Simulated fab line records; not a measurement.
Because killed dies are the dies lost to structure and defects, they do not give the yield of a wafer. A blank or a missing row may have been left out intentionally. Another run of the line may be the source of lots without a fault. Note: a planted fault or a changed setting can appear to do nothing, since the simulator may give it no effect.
Chamber matching :: flow nand-harc :: NHARC_P_M0_STRIP_18 on rie-diel-04 has 4 sister chambers
The step strips in N2/H2. 4 wafers are shown with their chamber, then 12 later ones without.

EACH WAFER AND ITS CHAMBER
wafer: L082.3
chamber: 3
showerhead-plenum-p-Torr (Torr): 1.90

wafer: L090.1
chamber: 1
showerhead-plenum-p-Torr (Torr): 2.18

wafer: L091.4
chamber: 0
showerhead-plenum-p-Torr (Torr): 2.17

wafer: L091.5
chamber: 2
showerhead-plenum-p-Torr (Torr): 2.00

WAFERS WHOSE CHAMBER IS MISSING
wafer: L093.1
showerhead-plenum-p-Torr (Torr): 1.99

wafer: L093.2
showerhead-plenum-p-Torr (Torr): 1.89

wafer: L093.4
showerhead-plenum-p-Torr (Torr): 2.00

wafer: L094.1
showerhead-plenum-p-Torr (Torr): 1.89

wafer: L094.2
showerhead-plenum-p-Torr (Torr): 2.17

wafer: L094.3
showerhead-plenum-p-Torr (Torr): 2.00

wafer: L095.1
showerhead-plenum-p-Torr (Torr): 2.00

wafer: L095.3
showerhead-plenum-p-Torr (Torr): 1.89

wafer: L095.4
showerhead-plenum-p-Torr (Torr): 2.17

wafer: L097.1
showerhead-plenum-p-Torr (Torr): 1.89

wafer: L097.3
showerhead-plenum-p-Torr (Torr): 2.17

wafer: L097.4
showerhead-plenum-p-Torr (Torr): 1.99

WHICH CHAMBER EACH ONE RAN IN
wafer: L093.1
from the rows above: 2
in truth: 2

wafer: L093.2
from the rows above: 3
in truth: 3

wafer: L093.4
from the rows above: 2
in truth: 2

wafer: L094.1
from the rows above: 3
in truth: 3

wafer: L094.2
from the rows above: can't be placed: 0 or 1
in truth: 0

wafer: L094.3
from the rows above: 2
in truth: 2

wafer: L095.1
from the rows above: 2
in truth: 2

wafer: L095.3
from the rows above: 3
in truth: 3

wafer: L095.4
from the rows above: can't be placed: 0 or 1
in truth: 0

wafer: L097.1
from the rows above: 3
in truth: 3

wafer: L097.3
from the rows above: can't be placed: 0 or 1
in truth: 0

wafer: L097.4
from the rows above: 2
in truth: 2
9 of 12 placed correctly. From these rows, 3 cannot be placed; in 3 the true chamber is one of the candidates. 0 placed wrongly.
How it was worked out, from the rows above alone: a wafer's distance from a chamber is the root of the sum, over the readings, of the square of ((its reading less the chamber's mean) divided by the reading's scatter). If the next closest chamber is less than 2 further off than the closest, the wafer can't be placed; otherwise it belongs to the closest. A chamber's mean is the mean of its shown wafers. The scatter (one wafer shown for each chamber): square how far every hidden wafer sits from the nearest shown wafer, average those squares and take the square root.
